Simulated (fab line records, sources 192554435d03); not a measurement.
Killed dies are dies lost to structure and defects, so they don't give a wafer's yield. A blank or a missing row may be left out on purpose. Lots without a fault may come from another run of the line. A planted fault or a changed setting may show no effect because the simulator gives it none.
One fault seen from 2 desks | flow n5_finfet | each desk has only its own numbers; what lay behind them comes last

THE METROLOGY DESK
What the gauges read, lot by lot, whatever tool the lot ran on: means of the sampled wafers that have a number. A lot is out of limits, marked OUT, if its mean lies more than 4 standard deviations from the usual mean; the brackets give that distance.
Columns: A = M9_OVL at N5_BEOL_M9_OVL_MEAS_12, usual 0.4 nm; B = cd_nm at N5_BEOL_M9_CD_MEAS_18, usual 70.0 nm
lot  | first seen here | A    | B
L482 | day 10 05:56    | -0.1 | 69.0
L484 | day 10 22:33    | 0.4  | 69.7
L487 | day 11 05:00    | 0.9  | 70.4
L486 | day 11 07:07    | -0.1 | 70.5
L489 | day 11 22:10    | 0.7  | 69.6
L495 | day 13 09:45    | -0.1 | 70.2
L494 | day 13 10:22    | 0.3  | 70.5
L500 | day 15 03:02    | 1.4  | 70.6
L504 | day 15 22:21    | -0.2 | 69.5
L503 | day 15 22:33    | -0.3 | 69.4
L505 | day 16 02:41    | 0.8  | 70.2
This desk's finding: nothing out of limits on any of the 11 lots.

THE TOOL OWNER'S DESK: rie_diel-05
The tool's own readings at N5_BEOL_M9_ETCH_61 (etches SiARC in CF4, target depth 39 nm, time 65 s): means of the sampled wafers that have a number, for each lot that ran on this tool. A lot is out of limits, marked OUT, if its mean lies more than 4 standard deviations from the usual mean; the brackets give that distance.
Columns: A = chamber_pressure_mTorr at N5_BEOL_M9_ETCH_61, usual 40.00 mTorr; B = drypump_motor_current_A at N5_BEOL_M9_ETCH_61, usual 5.6 A; C = etch_rf_on_time_s at N5_BEOL_M9_ETCH_61, usual 65.2 s; D = oes_product_au at N5_BEOL_M9_ETCH_61, usual 0.68 a.u.; E = rf_vpp_V at N5_BEOL_M9_ETCH_61, usual 184.2 V; F = showerhead_plenum_p_Torr at N5_BEOL_M9_ETCH_61, usual 2.16 Torr; G = throttle_valve_pct at N5_BEOL_M9_ETCH_61, usual 15.60 %
lot  | first seen here | A     | B   | C               | D    | E     | F    | G
L482 | day 10 06:01    | 40.00 | 5.7 | 65.4            | 0.70 | 184.8 | 2.18 | 15.62
L484 | day 10 22:38    | 39.98 | 5.8 | 65.6            | 0.70 | 183.8 | 2.14 | 15.58
L495 | day 13 09:50    | 39.99 | 5.8 | 59.4 (-4.5) OUT | 0.70 | 183.9 | 2.14 | 15.69
L494 | day 13 10:53    | 39.99 | 5.8 | 58.7 (-5.0) OUT | 0.74 | 184.0 | 2.15 | 15.64
L503 | day 15 22:59    | 39.98 | 5.8 | 65.1            | 0.64 | 184.1 | 2.16 | 15.74
L505 | day 16 03:17    | 39.98 | 5.8 | 64.9            | 0.63 | 183.9 | 2.16 | 15.75
This desk's finding: out of limits on L494, L495; first on L495, day 13 09:50 (etch_rf_on_time_s at N5_BEOL_M9_ETCH_61). In limits: L482, L484, L503, L505.

PUT TOGETHER
The tool owner's desk could have raised an alarm at day 13 09:50, on L494, L495.
The metrology desk saw nothing out of limits.
The metrology desk has L494, L495 on record, within its limits.
Of the lots named, all ran N5_BEOL_M9_ETCH_61 on rie_diel-05.

WHAT THE SIMULATOR HAD PUT IN
Process parameter drift: rie_diel-05, from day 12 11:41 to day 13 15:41, at N5_BEOL_M9_ETCH_61. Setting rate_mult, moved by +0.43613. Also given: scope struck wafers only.
Lots struck among those shown: L494, L495.
Hours from the fault's start to each desk's first reading out of limits: the tool owner's desk, 22.
